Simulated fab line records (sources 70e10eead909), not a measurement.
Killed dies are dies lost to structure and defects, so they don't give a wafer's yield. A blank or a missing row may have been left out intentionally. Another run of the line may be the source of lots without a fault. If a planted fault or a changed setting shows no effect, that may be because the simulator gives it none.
What tool caused it? | flow nand_harc | 18 wafers from 6 lots sampled at 5 of the route's 1159 steps

WHAT THE GAUGES READ, wafer by wafer
NHARC_END_SORT_01.
lot | measured | on | killed_at_array

TOOL THAT RAN EACH LOT (tool first, then ch and the chambers of the sampled wafers, then the start)
lot  | NHARC_A_STAIRCASE_TRIM_224                    | NHARC_A_STAIRCASE_HM_DEP_456  | NHARC_A_STAIRCASE_DEP_259       | NHARC_A_STAIRCASE_HM_OPEN_460
L844 | rie_diel-11 ch 0,1,2, day 11 16:44 or earlier | acl_dep-02 ch 0, day 11 16:44 | pecvd-03 ch 0,1,2, day 11 20:13 | rie_diel-11 ch 0,1,3, no start
L855 | rie_diel-11 ch 1,2,3, day 15 03:21 or earlier | acl_dep-01 ch 0, day 15 03:21 | pecvd-01 ch 0,2, day 15 05:12   | rie_diel-02 ch 1,2,3, no start
L859 | rie_diel-03 ch 1,2,3, day 15 11:42 or earlier | acl_dep-03 ch 0, day 15 11:42 | pecvd-02 ch 0,1, day 15 13:47   | rie_diel-02 ch 1,2,3, no start
L860 | rie_diel-03 ch 1,2,3, day 15 15:40 or earlier | acl_dep-03 ch 0, day 15 15:40 | pecvd-01 ch 1,2, day 15 17:14   | rie_diel-03 ch 0,2, no start
L862 | rie_diel-11 ch 0,1, day 16 02:32 or earlier   | acl_dep-01 ch 0, day 16 02:32 | pecvd-03 ch 0,1, day 16 03:48   | rie_diel-02 ch 0,2,3, no start
L865 | rie_diel-11 ch 0,2,3, day 17 03:24 or earlier | acl_dep-02 ch 0, day 17 03:24 | pecvd-02 ch 0,2, day 17 05:16   | rie_diel-11 ch 0,1,2, no start
- NHARC_A_STAIRCASE_TRIM_224: chemistry O2, time 211.2 s.
- NHARC_A_STAIRCASE_HM_DEP_456: deposits aC, target thk 1500 nm.
- NHARC_A_STAIRCASE_DEP_259: deposits SiON, target thk 30 nm.
- NHARC_A_STAIRCASE_HM_OPEN_460: chemistry O2/COS.

THE ANSWER, worked out from the rows above alone
Rule: what is usual is taken from the lots themselves. Put in order of their means at a reading, lots are off if they are a third of the lots or fewer, leave a main group of 4 or more, and stand apart from it by a gap of 3 or more times the standard deviation of the main group's means; of several such gaps the widest counts. A main group whose means are all the same, to the digits that the tables above print for the reading, isn't used. A lot without any number at a reading at which 4 lots or more have one is off too. The other lots that the step has rows for count as sound.
None of the lots is off at any reading shown; this tells nothing.

WHAT THE SIMULATOR PUT IN
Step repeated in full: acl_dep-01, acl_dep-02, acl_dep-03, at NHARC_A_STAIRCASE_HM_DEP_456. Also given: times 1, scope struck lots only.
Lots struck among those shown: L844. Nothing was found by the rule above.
